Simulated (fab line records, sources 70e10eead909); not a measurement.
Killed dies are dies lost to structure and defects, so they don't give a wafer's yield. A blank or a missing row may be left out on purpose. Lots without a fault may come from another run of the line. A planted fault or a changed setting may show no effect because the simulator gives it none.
Chamber matching | flow nand_harc | NHARC_A_STAIRCASE_CMP_152 on cmp-01: 4 sister chambers
The step polishes. 18 wafers are shown with their chamber, then 9 later ones without.

WAFERS WITH THEIR CHAMBER
wafer  | chamber | motor_current_A (A) | edge_zone_pressure_frac | slurry_filter_dp_kPa (kPa)
L075.2 | 2       | 12.5                | 0.998                   | 13.50
L075.4 | 0       | 11.8                | 1.005                   | 13.46
L075.5 | 2       | 12.8                | 0.997                   | 13.31
L078.1 | 2       | 13.5                | 1.003                   | 13.35
L078.3 | 1       | 10.7                | 0.997                   | 13.34
L078.4 | 3       | 11.7                | 1.001                   | 13.83
L080.2 | 1       | 11.0                | 1.005                   | 13.41
L080.3 | 0       | 11.4                | 0.996                   | 13.49
L080.5 | 2       | 13.4                | 0.991                   | 13.30
L083.2 | 3       | 11.9                | 1.013                   | 13.18
L083.3 | 0       | 10.7                | 0.995                   | 13.47
L083.6 | 2       | 13.2                | 1.002                   | 13.39
L086.2 | 3       | 11.4                | 1.010                   | 13.32
L086.5 | 2       | 12.8                | 0.992                   | 13.53
L086.6 | 3       | 10.9                | 1.002                   | 13.58
L091.3 | 3       | 10.9                | 1.003                   | 13.29
L091.4 | 1       | 11.3                | 1.000                   | 13.32
L091.5 | 0       | 10.9                | 0.993                   | 13.74

SIGNATURES (means of the wafers above)
reading                 | chamber 0 | chamber 1 | chamber 2 | chamber 3 | scatter within a chamber
motor_current_A         | 11.200    | 11.000    | 13.033    | 11.360    | 0.425
edge_zone_pressure_frac | 0.99725   | 1.00067   | 0.99717   | 1.00580   | 0.00504
slurry_filter_dp_kPa    | 13.5400   | 13.3567   | 13.3967   | 13.4400   | 0.165
Rule: a wafer's distance from a chamber is the root of the sum, over the readings, of the square of ((its reading less the chamber's mean) divided by the reading's scatter). The wafer belongs to the nearest chamber; if the next one is less than 2 further off, it can't be placed. The scatter: the root of (the sum of the squares of (reading less its chamber's mean) over the shown wafers, divided by (wafers less chambers)).

WAFERS WITHOUT THEIR CHAMBER
wafer  | motor_current_A (A) | edge_zone_pressure_frac | slurry_filter_dp_kPa (kPa)
L094.1 | 10.1                | 1.002                   | 13.32
L094.2 | 11.0                | 0.998                   | 13.59
L094.5 | 11.3                | 0.994                   | 13.60
L096.2 | 10.5                | 0.999                   | 13.37
L096.3 | 10.7                | 1.006                   | 13.54
L096.4 | 12.6                | 1.002                   | 13.61
L097.2 | 11.0                | 0.998                   | 13.36
L097.3 | 12.5                | 1.004                   | 13.52
L097.6 | 11.3                | 1.003                   | 13.64

WHICH CHAMBER EACH WENT THROUGH
wafer  | from the rows above               | in truth
L094.1 | can't be placed: 1 or 0 or 3      | 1
L094.2 | can't be placed: 0 or 1 or 3      | 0
L094.5 | can't be placed: 0 or 1 or 3      | 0
L096.2 | can't be placed: 1 or 0 or 3      | 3
L096.3 | can't be placed: 3 or 1 or 0      | 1
L096.4 | can't be placed: 2 or 3 or 0      | 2
L097.2 | can't be placed: 1 or 0 or 3      | 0
L097.3 | can't be placed: 2 or 3 or 0 or 1 | 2
L097.6 | can't be placed: 0 or 3 or 1      | 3
Placed correctly: 0 of 9. Can't be placed from these rows: 9 (the true chamber is among the candidates in 9). Placed wrongly: 0.
